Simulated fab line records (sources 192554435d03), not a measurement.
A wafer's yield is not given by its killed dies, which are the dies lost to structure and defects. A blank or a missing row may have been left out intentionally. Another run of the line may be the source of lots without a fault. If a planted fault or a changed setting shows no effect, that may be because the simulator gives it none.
One fault through the eyes of 2 desks / flow n5_finfet / each desk has only its own numbers; what lay behind them comes last

== DESK OF THE TOOL OWNER: litho_track-03 ==
The tool's own readings at N5_BEOL_M10_DEVELOP_10 (develop time 30 s): means of the sampled wafers that have a number, for each lot that ran on this tool. The brackets show how far a lot's mean lies from the usual mean; more than 4 standard deviations puts the lot out of limits, marked OUT.
Columns: A = chill_plate_temp_C at N5_BEOL_M10_DEVELOP_10, usual 22.97 C
lot=L627; first seen here=day 11 16:04; A=22.98
This desk's finding: nothing out of limits on the one lot.

== FROM THE METROLOGY DESK ==
Means of the sampled wafers that have a number, per lot and without regard to the tool the lot ran on: this is what the gauges read. The brackets show how far a lot's mean lies from the usual mean; more than 4 standard deviations puts the lot out of limits, marked OUT.
Columns: A = M10_ILD_THK at N5_BEOL_M10_THK_MEAS_01, usual 268 nm; B = cd_nm at N5_BEOL_M10_CD_MEAS_11, usual 64.3 nm
lot=L622; first seen here=day 10 03:40; A=263; B=64.1
lot=L627; first seen here=day 11 13:16; A=268; B=64.5
lot=L631; first seen here=day 12 08:32; A=270; B=-
lot=L630; first seen here=day 12 08:45; A=266; B=-
lot=L640; first seen here=day 15 00:22; A=272; B=64.3
lot=L643; first seen here=day 16 08:26; A=268; B=63.4
Result from this desk: across the 6 lots, nothing is out of limits.

== PUT TOGETHER ==
Nothing out of limits was seen by the tool owner's desk.
At the metrology desk, nothing out of limits was observed.

== WHAT HAD BEEN PUT IN BY THE SIMULATOR ==
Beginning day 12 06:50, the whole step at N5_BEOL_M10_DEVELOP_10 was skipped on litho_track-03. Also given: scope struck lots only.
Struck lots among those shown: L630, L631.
